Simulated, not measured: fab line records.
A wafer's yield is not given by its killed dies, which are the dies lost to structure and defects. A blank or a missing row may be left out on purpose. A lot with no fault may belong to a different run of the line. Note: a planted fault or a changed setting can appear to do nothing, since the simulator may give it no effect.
Which tool is to blame? ; flow nand harc ; 33 wafers from 11 lots sampled at 6 of the route's 1302 steps

== WHAT THE GAUGES SHOWED, per wafer ==
NHARC_A_M0_CD_MEAS_09 targets a cd of 80 nm. Usual: cd nm 80.2 nm, standard deviation 0.55.
lot;measured;on;cd nm (nm);flag
L601;day 22 19:26;cd sem-01;80.8 80.2 79.6;
L606;day 25 09:37;cd sem-03;80.1 80.0 79.9;
L611;day 26 20:04;cd sem-01;79.6 80.3 80.4;
L610;day 27 01:20;cd sem-03;74.8 75.3 74.2 75.1 75.4 74.0;OFF
L613;day 27 17:20;cd sem-03;75.9 76.0 75.7 76.0 76.2 75.8;OFF
L616;day 29 08:08;cd sem-02;80.8 80.3 79.5;
L619;day 30 11:45;cd sem-03;79.7 80.1 79.8;
L620;day 30 18:33;cd sem-03;79.7 80.1 80.0;
L622;day 31 18:50;cd sem-01;79.3 79.5 80.3;
L624;day 32 15:26;cd sem-02;80.2 80.1 79.8;
L623;day 32 16:27;cd sem-01;80.6 80.9 81.2;

NHARC_A_M0_THK_MEAS_24: measures by xrf. Usual: thk nm 113.5 nm, standard deviation 1.4.
lot;measured;on;thk nm (nm);flag
L601;day 22 21:56;film metro-02;112.9 113.1 112.7;
L606;day 25 12:08;film metro-01;111.7 111.9 111.8;
L611;day 26 22:37;film metro-02;115.7 114.3 114.0;
L610;day 27 11:37;film metro-02;114.3 113.8 116.9;
L613;day 28 02:26;film metro-02;114.1 114.1 115.9;
L616;day 29 10:38;film metro-01;112.8 111.7 114.1;
L619;day 30 14:19;film metro-01;115.5 113.9 114.3;
L620;day 30 21:09;film metro-02;112.0 113.5 114.2;
L622;day 31 21:25;film metro-01;112.4 113.4 116.8;
L624;day 32 18:03;film metro-02;113.4 115.3 113.4;
L623;day 32 18:58;film metro-01;113.6 113.7 115.0;

NHARC_END_SORT_01. Usual: defect limited yield 92 %, standard deviation 3; killed at array 52, standard deviation 20; killed at other 1.0, standard deviation 1.3; killed at periphery 3.7, standard deviation 2.2; killed dies 57, standard deviation 20; killed open 3.2, standard deviation 1.6; killed short 2.4, standard deviation 1.6; sort_bin_2_pct 2.9 %, standard deviation 1.4; sort_bin_3_pct 0.6 %, standard deviation 0.41; sort_bin_4_pct 4.8 %, standard deviation 1.5; sort n pass 620, standard deviation 20; sort rim yield pct 93 %, standard deviation 3.5; sort yield pct 92 %, standard deviation 3.
lot;measured;on;defect limited yield (%);killed at array;killed at other;killed at periphery;killed dies;killed open;killed short;sort_bin_2_pct (%);sort_bin_3_pct (%);sort_bin_4_pct (%);sort n pass;sort rim yield pct (%);sort yield pct (%);flag
L611;day 28 09:48;prober-01;86 86 85;84 90 94;0 0 0;8 8 9;92 98 103;3 6 3;0 3 2;5.3 6.4 5.3;0.4 0.6 1.6;7.8 7.5 8.3;585 579 574;92 83 89;86 86 85;
L610;day 29 23:50;prober-01;87 88 88;90 72 74;0 2 3;1 4 2;91 78 79;5 3 1;4 5 4;5.9 3.1 4.7;0.6 1.6 1.0;6.9 6.8 5.9;586 599 598;88 92 88;87 88 88;
L613;day 29 22:35;prober-02;95 95 95;31 29 29;1 0 1;5 2 3;37 31 33;3 9 5;2 0 0;1.3 1.5 1.2;0.4 0.3 0.3;3.7 2.8 3.4;640 646 644;97 91 94;95 95 95;
L616;day 31 01:32;prober-01;90 90 91;65 66 55;2 0 2;2 2 5;69 68 62;2 1 3;1 4 2;4.3 3.4 3.0;1.3 0.6 0.3;4.6 6.1 5.9;608 609 615;90 91 92;90 90 91;
L619;day 32 04:54;prober-02;91 92 90;59 53 64;1 1 2;2 3 5;62 57 71;4 2 5;2 0 0;3.1 3.4 2.2;0.3 0.6 0.6;5.8 4.4 7.7;615 620 606;97 94 98;91 92 90;
L620;day 32 17:34;prober-01;88 88 87;73 78 81;0 0 0;6 2 4;79 80 85;3 2 3;3 6 6;4.0 5.0 5.0;1.0 1.5 1.0;6.6 5.3 6.5;598 597 592;90 94 96;88 88 87;
L624;day 34 08:46;prober-02;92 94 94;51 36 42;1 0 0;1 2 0;53 38 42;3 1 2;3 3 4;2.7 1.9 1.8;0.4 0.1 0.1;4.7 3.5 4.3;624 639 635;93 95 94;92 94 94;

== WHICH TOOL RAN EACH LOT (tool, then ch and the chambers of the sampled wafers, then the start) ==
lot;NHARC_A_BLC_PVD_32;NHARC_A_M0_PEB_07;NHARC_A_M0_ETCH_34
L601;pvd sputter-01, day 22 19:21 or earlier;litho track-01 ch 0, day 22 19:21;rie diel-05 ch 0,2,3, day 22 19:43
L606;pvd sputter-02, day 25 09:32 or earlier;litho track-04 ch 0, day 25 09:32;rie diel-01 ch 1,2,3, day 25 09:53
L611;pvd sputter-03, day 26 19:59 or earlier;litho track-06 ch 0, day 26 19:59;rie diel-01 ch 2,3, day 26 20:22
L610;pvd sputter-02, day 27 01:16 or earlier;litho track-04 ch 0, day 27 01:16;rie diel-05 ch 0,1,3, day 27 05:23
L613;pvd sputter-01, day 27 17:15 or earlier;litho track-04 ch 0, day 27 17:15;rie diel-01 ch 0,1,2, day 27 22:23
L616;pvd sputter-02, day 29 08:04 or earlier;litho track-06 ch 0, day 29 08:04;rie diel-01 ch 0,2,3, day 29 08:25
L619;pvd sputter-01, day 30 11:40 or earlier;litho track-01 ch 0, day 30 11:40;rie diel-03 ch 0,2,3, day 30 12:01
L620;pvd sputter-01, day 30 18:28 or earlier;litho track-04 ch 0, day 30 18:28;rie diel-01 ch 0,1,2, day 30 18:49
L622;pvd sputter-03, day 31 18:46 or earlier;litho track-06 ch 0, day 31 18:46;rie diel-03 ch 0,2, day 31 19:07
L624;pvd sputter-01, day 32 15:22 or earlier;litho track-06 ch 0, day 32 15:22;rie diel-05 ch 1,2, day 32 15:43
L623;pvd sputter-03, day 32 16:22 or earlier;litho track-04 ch 0, day 32 16:22;rie diel-01 ch 1,2,3, day 32 16:44
- NHARC_A_BLC_PVD_32: deposits Ti, target thk 5 nm, time 17.7 s.
- NHARC_A_M0_PEB_07: peb time 65 s.
- NHARC_A_M0_ETCH_34: etches the open film in N2/H2, target depth 40 nm, overetch 12 nm, time 43.94 s.

== WHAT THE TOOLS THEMSELVES READ (means of the sampled wafers that have a number; where no wafer has one, the mark that the record gives instead) ==
NHARC_A_BLC_PVD_32. Usual: throttle valve pct 29.7 %, standard deviation 0.74.
lot;tool;throttle valve pct (%);flag
L601;pvd sputter-01;30.0;
L606;pvd sputter-02;29.8;
L611;pvd sputter-03;29.7;
L610;pvd sputter-02;30.2;
L613;pvd sputter-01;29.2;
L616;pvd sputter-02;30.0;
L619;pvd sputter-01;29.2;
L620;pvd sputter-01;29.2;
L622;pvd sputter-03;29.2;
L624;pvd sputter-01;29.4;
L623;pvd sputter-03;29.5;

NHARC_A_M0_PEB_07. Usual: chill plate temp C 22.97 C, standard deviation 0.1; heater power total W 156.6 W, standard deviation 0.42; plate temp C 99.99 C, standard deviation 0.11.
lot;tool;chill plate temp C (C);heater power total W (W);plate temp C (C);flag
L601;litho track-01;22.93;156.4;99.96;
L606;litho track-04;23.06;156.4;100.11;
L611;litho track-06;23.00;156.5;99.89;
L610;litho track-04;22.98;153.6;98.62;OFF
L613;litho track-04;22.88;153.2;98.70;OFF
L616;litho track-06;23.00;156.6;99.91;
L619;litho track-01;23.09;156.8;99.88;
L620;litho track-04;22.98;156.5;100.00;
L622;litho track-06;22.85;156.6;100.03;
L624;litho track-06;22.91;156.0;99.90;
L623;litho track-04;22.85;156.7;99.97;

NHARC_A_M0_ETCH_34. Usual: bias w 149.9 W, standard deviation 0.4; drypump motor current A 5.7 A, standard deviation 0.5; n2 flow sccm 150.0 sccm, standard deviation 0.46; oes product au 1.000 a.u., standard deviation 0.0087; rf fwd power W 395.0 W, standard deviation 1.9; rf vpp V 430.0 V, standard deviation 3; showerhead plenum p Torr 2.02 Torr, standard deviation 0.11; throttle valve pct 14.171 %, standard deviation 0.0083.
lot;tool;bias w (W);drypump motor current A (A);n2 flow sccm (sccm);oes product au (a.u.);rf fwd power W (W);rf vpp V (V);showerhead plenum p Torr (Torr);throttle valve pct (%);flag
L601;rie diel-05;150.2;5.6;149.8;1.001;396.4;431.2;2.07;14.168;
L606;rie diel-01;149.7;5.5;149.8;1.005;395.6;431.0;2.06;14.180;
L611;rie diel-01;150.0;5.8;149.8;1.011;398.2;429.5;2.00;14.163;
L610;rie diel-05;149.8;5.6;150.3;1.001;395.6;430.6;2.03;14.168;
L613;rie diel-01;149.9;5.4;150.1;0.996;395.0;431.0;2.08;14.173;
L616;rie diel-01;149.8;5.5;150.0;0.999;396.1;431.0;2.08;14.165;
L619;rie diel-03;149.8;5.7;150.0;1.005;393.1;427.6;1.93;14.168;
L620;rie diel-01;149.6;5.5;150.1;1.009;395.1;431.9;2.08;14.172;
L622;rie diel-03;150.1;6.1;149.7;1.012;393.1;427.2;1.91;14.168;
L624;rie diel-05;149.8;5.5;150.0;0.989;396.4;432.0;2.09;14.175;
L623;rie diel-01;150.0;5.5;150.4;1.008;395.8;431.5;2.06;14.175;

== THE ANSWER, worked out from the rows above alone ==
Rule: take the mean of a lot's wafers that have a number; if it is more than 3 standard deviations from the usual mean, the lot is off. A lot without any number at a reading at which 4 lots or more have one is off too. Any other lot the step has rows for is counted as sound. After the gauges, taken in route order, come the tools' own readings; for these a lot's mean is taken, as printed above. The first step at which some lot is off is used, and at that step the reading that is off furthest; a lot without a number counts as furthest.
Off at NHARC_A_M0_CD_MEAS_09 (cd nm): L610, L613.
A tool fits if, at a process step before that reading, it ran every lot that is off, and no sound lot after the first of them. Not tried: the gauges at NHARC_A_M0_CD_MEAS_09; whatever is off there is also off at NHARC_A_M0_PEB_07, on other tools, and gauge error can't account for it. NHARC_A_BLC_PVD_32 gives no start for some lots, so the hours and the order of its lots are those of NHARC_A_M0_PEB_07. No candidate that was tried fits.

== WHAT THE SIMULATOR HAD INSERTED ==
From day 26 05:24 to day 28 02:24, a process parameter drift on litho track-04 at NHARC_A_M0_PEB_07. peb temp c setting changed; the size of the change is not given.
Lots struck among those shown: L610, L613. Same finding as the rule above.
